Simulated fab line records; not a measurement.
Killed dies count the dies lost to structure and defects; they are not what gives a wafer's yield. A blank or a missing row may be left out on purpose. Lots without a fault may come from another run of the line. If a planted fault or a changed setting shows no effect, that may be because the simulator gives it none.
fab line records    flow n5-finfet
[record] lots = 12  wafers = 34  last-day = 17
route steps=1938 shown SPACER0@260 PASS1_DEP@1831 MIM_TOP_LITHO@1848 TV_OPEN@1887 PASSIVATION@1936
lots that met no fault: taken from a fault-free run of the same line
start-h: start of the lot's first displayed wafer, in hours after the record's first day    wait-h: hours from the lot's prior step to this one    " unchanged from the row above    L1.1+2: one row covering several wafers at once    - no value present, or no start provided    * or withheld: withheld    < > ~ a bound
route shown NAME@n: a module of which the file shows steps, and the number in the route of the first    usual: mean/standard deviation taken from wafers without a fault    same: alike in all rows    chamber/n: place in a boat    sites: readings site by site    _std_site: the values' standard deviation    _edge_site: mean of outer sites minus mean of inner sites    radius-mm: for every site, how far away it sits from the centre of the wafer    mask NAME#n: copy n    behind: tool/chamber where the wafer was last shaped    hold: cause of the lot's hold/its duration in hours/its outcome    device: which transistor (n, p or np) failed to switch    end of line: the route-end tests of the same wafers    step lacking rows: just its recipe    killed: dies that structure and defects cost at the first sort, which is not the same as the wafer's yield    map: a wafer's dies, x killed, . not, _ none there
set.NAME: the setting the step ran with; set.NAME@STEP: the setting that earlier step ran with    model.NAME: the simulator's own value behind a step, which no gauge read
one table for each step of the route and one row for each wafer, over a sample of lots
services: the hour from which a tool's chamber was out of use, counted from the record's first day as start-h (under 0 if before that day), plus the number of hours and why
[[steps]]
[step N5_SPACER0_ALD_08]
[recipe] material = SiNx  target-thk-a = 20  temp-c = 400  ald-precursor-family = SiH2I2  ald-co-reactant = N2/H2-plasma  pressure-torr = 2
[usual] heater-power-w = 858/89
lot.wafer  tool        chamber  start-h  wait-h  heater-power-w
L667.2     ald-sin-04  2        62.64    0.1     965
L667.3     "           0        "        "       877
L668.2     ald-sin-02  0        66.21    0.1     877
L668.3     "           2        "        "       868
L668.4     "           3        "        "       916
L669.1     ald-sin-01  2        74.07    0.1     786
L669.3     "           0        "        "       814
L669.6     "           3        "        "       777
L670.2     ald-sin-04  2        77.78    0.1     976
L670.3     "           0        "        "       886
L670.5     "           3        "        "       792
L671.1     ald-sin-04  0        85.00    0.3     883
L671.3     "           0        "        "       886
L671.4     "           2        "        "       941
L672.1     ald-sin-02  0        89.95    0.1     845
L672.4     "           1        "        "       987
L672.6     "           2        "        "       869
L673.1     ald-sin-04  0        97.94    0.1     872
L673.3     "           3        "        "       791
L673.6     "           1        "        "       826
L674.1     ald-sin-01  3        103.35   0.1     783
L674.2     "           2        "        "       745
L674.3     "           0        "        "       776
L676.3     ald-sin-04  0        115.86   0.1     864
L676.5     "           3        "        "       801
L676.6     "           0        "        "       885
L677.4     ald-sin-04  3        121.40   0.1     784
L677.5     "           0        "        "       882
L678.1     ald-sin-04  0        125.96   0.1     869
L678.4     "           3        "        "       798
L678.5     "           1        "        "       853
L681.1     ald-sin-04  1        144.95   0.1     849
L681.3     "           3        "        "       802
L681.6     "           3        "        "       790
[step N5_PASSIVATION_PECVD_00]
[recipe] material = SiO2  target-thk-a = 2000  temp-c = 400  precursor = SiH4/N2O  pressure-torr = 2.7  rf-w = 608  time-s = 11.2
[usual] heater-power-w = 694/140  showerhead-plenum-p-Torr = 8.22/0.11  throttle-valve-pct = 51/4.1
lot.wafer  tool      chamber  start-h  wait-h  heater-power-w  showerhead-plenum-p-Torr  throttle-valve-pct
L667.2     pecvd-04  1        294.92   0.7     601             8.07                      55
L667.3     "         2        "        "       656             8.30                      49
L668.2     pecvd-01  0        296.12   0.7     758             8.34                      49
L668.3     "         1        "        "       472             8.32                      52
L668.4     "         1        "        "       493             8.30                      52
L669.1     pecvd-03  2        320.76   0.8     816             8.35                      46
L669.3     "         1        "        "       672             8.36                      54
L669.6     "         2        "        "       847             8.35                      47
L671.1     pecvd-04  0        324.35   0.8     648             8.16                      49
L671.3     "         1        "        "       497             8.06                      55
L671.4     "         2        "        "       652             8.30                      49
L670.2     pecvd-03  2        329.54   0.7     807             8.34                      47
L670.3     "         1        "        "       769             8.35                      54
L670.5     "         2        "        "       821             8.33                      46
L672.1     pecvd-01  1        332.44   0.8     559             8.31                      52
L672.4     "         0        "        "       697             8.35                      49
L672.6     "         1        "        "       553             8.30                      52
L673.1     pecvd-01  0        335.80   0.8     776             8.35                      49
L673.3     "         1        "        "       471             8.30                      52
L673.6     "         2        "        "       1007            8.10                      50
L674.1     pecvd-01  2        349.34   0.8     964             8.12                      49
L674.2     "         1        "        "       555             8.32                      52
L674.3     "         0        "        "       704             8.34                      49
L676.3     pecvd-04  2        364.87   0.5     643             8.32                      50
L676.5     "         2        "        "       650             8.28                      50
L676.6     "         0        "        "       716             8.18                      49
L678.1     pecvd-01  0        369.57   0.8     679             8.35                      49
L678.4     "         0        "        "       678             8.35                      49
L678.5     "         1        "        "       575             8.31                      52
L677.4     pecvd-01  2        370.25   0.4     845             8.13                      49
L677.5     "         2        "        "       876             8.15                      50
L681.1     pecvd-01  0        405.38   0.8     747             8.37                      49
L681.3     "         2        "        "       960             8.13                      49
L681.6     "         2        "        "       974             8.13                      50
[step N5_MIM_TOP_LITHO_OVL_MEAS_11]
[recipe] points-per-wafer = 44
[usual] MIM_TOP_OVL = 3/4.7
lot.wafer  tool        chamber  start-h  wait-h  MIM_TOP_OVL[nm]
L667.2     overlay-01  0        296.86   0.0     8
L667.3     "           0        "        "       -1
L668.2     overlay-02  0        299.20   0.0     0
L668.3     "           0        "        "       1
L668.4     "           0        "        "       6
L669.1     overlay-01  0        323.20   0.0     7
L669.3     "           0        "        "       7
L669.6     "           0        "        "       7
L671.1     overlay-01  0        327.42   0.0     5
L671.3     "           0        "        "       10
L671.4     "           0        "        "       9
L670.2     overlay-01  0        332.91   0.0     0
L670.3     "           0        "        "       5
L670.5     "           0        "        "       0
L672.1     overlay-01  0        333.84   0.0     4
L672.4     "           0        "        "       -3
L672.6     "           0        "        "       6
L673.1     overlay-02  0        338.22   0.0     1
L673.3     "           0        "        "       -3
L673.6     "           0        "        "       8
L674.1     overlay-01  0        352.91   0.0     4
L674.2     "           0        "        "       2
L674.3     "           0        "        "       -2
L676.3     overlay-01  0        367.90   0.0     6
L676.5     "           0        "        "       4
L676.6     "           0        "        "       8
L677.4     overlay-02  0        372.35   0.0     -6
L677.5     "           0        "        "       -3
L678.1     overlay-01  0        372.51   0.0     12
L678.4     "           0        "        "       9
L678.5     "           0        "        "       3
L681.1     overlay-01  0        407.52   0.0     4
L681.3     "           0        "        "       3
L681.6     "           0        "        "       8
[step N5_PASSIVATION_PASS_ETCH_74]
[recipe] chemistry = CF4/O2  target = SiNx  target-depth-a = 2200  time-s = 110  ion-energy-ev = 100  pressure-mtorr = 40  source-w = 535  bias-w = 49  Ar_flow_sccm = 100  cf4-flow-sccm = 100  O2_flow_sccm = 10
[usual] drypump-motor-current-A = 5.9/0.32  mfc-ar-sccm = 100.03/0.29  oes_ar_750_au = 0.81/0.077  oes-product-au = 0.81/0.08  rf-vpp-V = 242/4.4  showerhead-plenum-p-Torr = 2.23/0.054  throttle-valve-pct = 16.02/0.23
lot.wafer  tool         chamber  start-h  wait-h  drypump-motor-current-A  mfc-ar-sccm  oes_ar_750_au  oes-product-au  rf-hours-counter-h  rf-vpp-V  showerhead-plenum-p-Torr  throttle-valve-pct
L668.2     rie-diel-05  0        301.81   0.0     6.1                      100.25       0.66           0.66            248                 242       2.27                      16.28
L668.3     "            1        "        "       6.0                      100.09       0.73           0.73            173                 249       2.19                      16.09
L668.4     "            2        "        "       5.0                      99.90        0.73           0.72            211                 241       2.11                      15.99
L667.2     rie-diel-01  1        302.68   0.0     5.8                      99.93        0.90           0.87            27                  230       2.26                      16.00
L667.3     "            0        "        "       6.3                      99.86        0.80           0.81            94                  248       2.23                      16.26
L669.1     rie-diel-02  0        326.54   0.0     5.4                      99.75        0.71           0.71            207                 243       2.27                      16.48
L669.3     "            3        "        "       6.3                      100.01       0.85           0.85            71                  236       2.31                      15.87
L669.6     "            3        "        "       6.3                      99.78        0.85           0.85            -                   235       2.31                      15.85
L671.1     rie-diel-01  2        331.33   0.0     5.8                      99.76        0.88           0.90            47                  242       2.32                      15.87
L671.3     "            1        "        "       5.8                      99.98        0.88           0.87            35                  232       2.25                      16.00
L671.4     "            3        "        "       5.8                      100.46       0.81           0.82            102                 245       2.23                      16.12
L670.2     rie-diel-05  2        335.66   0.0     5.0                      100.31       0.72           0.71            223                 241       2.10                      16.04
L670.3     "            0        "        "       6.1                      100.06       0.97           0.98            2                   242       2.27                      15.84
L670.5     "            0        "        "       6.1                      100.05       0.98           0.98            -                   244       2.27                      15.84
L672.1     rie-diel-01  3        336.71   0.0     5.8                      99.90        0.81           0.81            104                 243       2.22                      16.12
L672.4     "            2        "        "       5.8                      100.31       0.88           0.90            49                  241       2.32                      15.87
L672.6     "            0        "        "       6.4                      100.43       0.79           0.79            -                   248       2.23                      16.29
L673.1     rie-diel-01  0        340.61   0.0     6.3                      100.59       0.79           0.80            103                 246       2.23                      16.29
L673.3     "            2        "        "       5.8                      100.09       0.88           0.89            50                  242       2.32                      15.89
L673.6     "            3        "        "       5.8                      99.82        0.81           0.81            -                   244       2.22                      16.15
L674.1     rie-diel-02  1        355.40   0.0     5.7                      100.46       0.84           0.85            56                  247       2.25                      15.83
L674.2     "            0        "        "       5.5                      99.78        0.70           0.71            216                 244       2.26                      16.50
L674.3     "            3        "        "       6.3                      100.04       0.83           0.84            80                  236       2.31                      15.86
L676.3     rie-diel-02  3        370.55   0.0     6.2                      100.20       0.83           0.83            85                  236       2.30                      15.89
L676.5     "            3        "        "       6.2                      100.03       0.83           0.82            -                   237       2.30                      15.88
L676.6     "            0        "        "       5.4                      100.26       0.69           0.70            -                   243       2.26                      16.50
L677.4     rie-diel-02  2        374.77   0.0     6.2                      100.03       0.90           0.91            12                  241       2.17                      15.60
L677.5     "            2        "        "       6.2                      99.49        0.90           0.90            -                   242       2.17                      15.59
L678.1     rie-diel-01  0        375.19   0.0     6.3                      100.42       0.78           0.78            114                 247       2.22                      16.29
L678.4     "            1        "        "       5.8                      100.09       0.86           0.85            -                   230       2.25                      16.04
L678.5     "            2        "        "       5.9                      99.93        0.86           0.89            -                   242       2.32                      15.89
L681.1     rie-diel-05  2        410.12   0.0     5.0                      99.66        0.71           0.70            245                 243       2.09                      16.07
L681.3     "            3        "        "       5.8                      100.20       0.86           0.87            48                  244       2.24                      15.93
L681.6     "            0        "        "       6.1                      100.39       0.90           0.92            -                   242       2.26                      15.88
[step N5_PASSIVATION_PROBE_49]
[usual] defect-limited-yield = 91.2/1.4  killed_at_M0_to_M3 = 34/9.4  killed_at_M4_up = 14/5.6  killed-at-contacts = 13/7.8  killed-at-front-end = 37/10  killed-at-other = 4/3.3  killed-dies = 103/17  killed-on-rim = 14/3.5  killed-open = 68/13  killed-short = 33/8.2  sort_bin_5_function = 5.1/0.92  sort_bin_6_memory = 3.3/0.71  sort_bin_8_speed = 0.01/0.043  sort-n-pass = 1077/17
[same] gross-dies = 1180  killed-at-back-side = 0  sort_bin_4_leakage[%] = 0
lot.wafer  tool       chamber  start-h  wait-h  defect-limited-yield[%]  killed_at_M0_to_M3  killed_at_M4_up  killed-at-contacts  killed-at-front-end  killed-at-other  killed-dies  killed-on-rim  killed-open  killed-short  sort_bin_5_function[%]  sort_bin_6_memory[%]  sort_bin_8_speed[%]  sort-n-pass
L673.1     prober-02  -        347.14   0.0     93.0                     28                  9                10                  33                   3                83           11             59           24            4.1                     2.5                   0                    1097
L673.3     prober-02  -        347.24   0.1     91.3                     30                  9                6                   50                   8                103          14             62           37            5.1                     3.1                   0                    1077
L673.6     prober-02  -        347.39   0.3     90.6                     37                  13               10                  51                   0                111          17             75           27            5.6                     3.0                   0                    1069
L676.5     prober-01  -        378.12   0.2     92.0                     45                  14               7                   20                   8                94           16             69           25            5.1                     2.5                   0                    1086
L678.1     prober-02  -        382.95   0.0     91.8                     30                  20               15                  29                   3                97           10             66           29            5.4                     2.5                   0                    1083
L678.4     prober-02  -        383.10   0.2     89.9                     30                  12               7                   67                   3                119          45             56           25            4.3                     2.5                   0                    1061
L678.5     prober-02  -        383.15   0.2     90.0                     35                  25               8                   41                   9                118          19             77           37            6.1                     3.7                   0                    1062
L681.1     prober-02  -        416.83   0.0     93.0                     30                  13               3                   28                   9                83           12             51           29            4.2                     2.5                   0                    1097
L681.3     prober-02  -        416.93   0.1     88.9                     22                  14               13                  79                   3                131          47             56           24            4.0                     2.5                   0                    1049
L681.6     prober-02  -        417.08   0.3     88.2                     32                  16               13                  73                   5                139          52             60           26            3.7                     3.2                   0                    1041
// killed by level:class
L673.1 STI_FIN_REVEAL:geometric-particle:open=10 MOL_CONTACT_COAG:geometric-particle:open=9 BEOL_M0_SAQP:geometric-particle:open=6 BEOL_M1:geometric-particle:open=6 FIN_SAQP:geometric-particle:open=5 BEOL_M3:geometric-particle:open=5 FIN_SAQP:geometric-particle:short=4 BEOL_M2:geometric-particle:open=4
L673.3 STI_FIN_REVEAL:geometric-particle:open=15 BEOL_M0_SAQP:geometric-particle:open=12 BEOL_M0_SAQP:geometric-particle:short=11 ILD0:geometric-particle:short=5 MOL_CONTACT_COAG:geometric-particle:open=5 FIN_SAQP:geometric-particle:short=4 ILD0:geometric-particle:open=4 STARTING-WAFER:geometric-particle:short=4
L673.6 STI_FIN_REVEAL:geometric-particle:open=16 BEOL_M0_SAQP:geometric-particle:open=12 MOL_CONTACT_COAG:geometric-particle:open=9 BEOL_M0_SAQP:geometric-particle:short=9 HKMG_FIN:area-etch=9 DUMMY_GATE:geometric-particle:open=6 BEOL_M2:geometric-particle:open=6 BEOL_M4:geometric-particle:open=5
L676.5 BEOL_M0_SAQP:geometric-particle:open=17 BEOL_M0_SAQP:geometric-particle:short=12 BEOL_M4:geometric-particle:open=9 BEOL_M1:geometric-particle:open=7 MOL_CONTACT_COAG:geometric-particle:open=6 STI_FIN_REVEAL:geometric-particle:open=5 FIN_SAQP:geometric-particle:open=4 BEOL_M3:geometric-particle:open=4
L678.1 MOL_CONTACT_COAG:geometric-particle:open=10 BEOL_M4:geometric-particle:open=9 FIN_SAQP:geometric-particle:open=6 BEOL_M1:geometric-particle:open=6 STI_FIN_REVEAL:geometric-particle:open=5 MOL_CONTACT_COAG:geometric-particle:short=5 BEOL_M0_SAQP:geometric-particle:open=5 FIN_SAQP:geometric-particle:short=4
L678.4 SPACER0:area-ald=37 BEOL_M3:geometric-particle:open=10 STI_FIN_REVEAL:geometric-particle:open=9 MOL_CONTACT_COAG:geometric-particle:open=7 FIN_SAQP:geometric-particle:short=6 BEOL_M0_SAQP:geometric-particle:open=5 BEOL_M0:geometric-particle:open=4 BEOL_M4:geometric-particle:open=4
L678.5 BEOL_M4:geometric-particle:open=14 STI_FIN_REVEAL:geometric-particle:open=12 FIN_SAQP:geometric-particle:open=8 BEOL_M3:geometric-particle:open=8 MOL_CONTACT_COAG:geometric-particle:open=7 BEOL_M2:geometric-particle:open=6 BEOL_M0_SAQP:geometric-particle:short=6 BEOL_M0_SAQP:geometric-particle:open=4
L681.1 BEOL_M0_SAQP:geometric-particle:open=9 BEOL_M0_SAQP:geometric-particle:short=8 STI_FIN_REVEAL:geometric-particle:open=6 BEOL_M4:geometric-particle:open=6 FIN_SAQP:geometric-particle:open=4 BEOL_M1:geometric-particle:open=4 BEOL_M3:geometric-particle:open=4 FIN_SAQP:geometric-particle:short=3
L681.3 SPACER0:area-ald=44 MOL_CONTACT_COAG:geometric-particle:open=9 FIN_SAQP:geometric-particle:short=8 STI_FIN_REVEAL:geometric-particle:open=7 HKMG_FIN:area-etch=7 FIN_SAQP:geometric-particle:open=5 BEOL_M3:geometric-particle:open=5 BEOL_M0_SAQP:geometric-particle:open=5
L681.6 SPACER0:area-ald=47 MOL_CONTACT_COAG:geometric-particle:open=10 BEOL_M0_SAQP:geometric-particle:open=8 BEOL_M3:geometric-particle:open=8 BEOL_M2:geometric-particle:open=7 FIN_SAQP:geometric-particle:open=6 FIN_SAQP:geometric-particle:short=5 BEOL_M4:geometric-particle:open=5
[[services]]
tool         chamber  start-h  hours  kind
pecvd-01     0        72.94    5.8    repair
rie-diel-01  3        78.87    5.7    repair
pecvd-01     -        142.64   2.8    pm
rie-diel-01  3        144.44   4.0    repair
pecvd-01     0        152.59   28.6   repair
ald-sin-04   -        176.75   14.0   pm
rie-diel-02  2        177.07   8.7    repair
pecvd-01     -        188.11   1.8    repair
ald-sin-04   1        194.15   6.7    repair
rie-diel-02  1        203.82   16.6   repair
rie-diel-01  3        205.00   4.9    repair
pecvd-01     0        206.51   20.5   repair
ald-sin-04   1        248.57   39.7   repair
rie-diel-01  3        252.29   4.1    repair
rie-diel-02  -        263.90   1.7    repair
ald-sin-04   0        285.51   11.5   repair
rie-diel-01  0        309.55   5.6    repair
rie-diel-01  -        320.61   2.8    pm
pecvd-01     0        340.13   6.7    repair
pecvd-01     0        369.92   5.3    repair
rie-diel-01  3        370.74   13.1   repair
ald-sin-04   0        379.83   5.4    repair
rie-diel-02  3        383.28   7.3    repair
ald-sin-04   3        390.14   12.6   repair
[[key]]
[first-sign] step = N5_PASSIVATION_PROBE_49  reading = killed-at-front-end  direction = up  sigmas = 3.4  usual = 37  struck = 73
[effect] step = N5_PASSIVATION_PROBE_49  reading = killed-on-rim  direction = up  sigmas = 9.7  usual = 14  struck = 48
[more-kills-born-at] N5_SPACER0_ALD_08@ald-sin-04 = 128
met-at N5_SPACER0_ALD_08
struck-lots L678,L681
struck-wafers L678.4,L681.3,L681.6
not-acting-at N5_PASSIVATION_PECVD_00,N5_MIM_TOP_LITHO_OVL_MEAS_11,N5_PASSIVATION_PASS_ETCH_74
onset-between 121.40 125.96
[fault] kind = site-profile-drift  tool = ald-sin-04  chamber = 3  onset-h = 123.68  steps = N5_SPACER0_ALD_08  basis = fraction  max-abs-drift = 0.33695  slope-share-per-hr = 74.878  site-pattern = 0,0,0,0,0,-1,-1,-1,-1
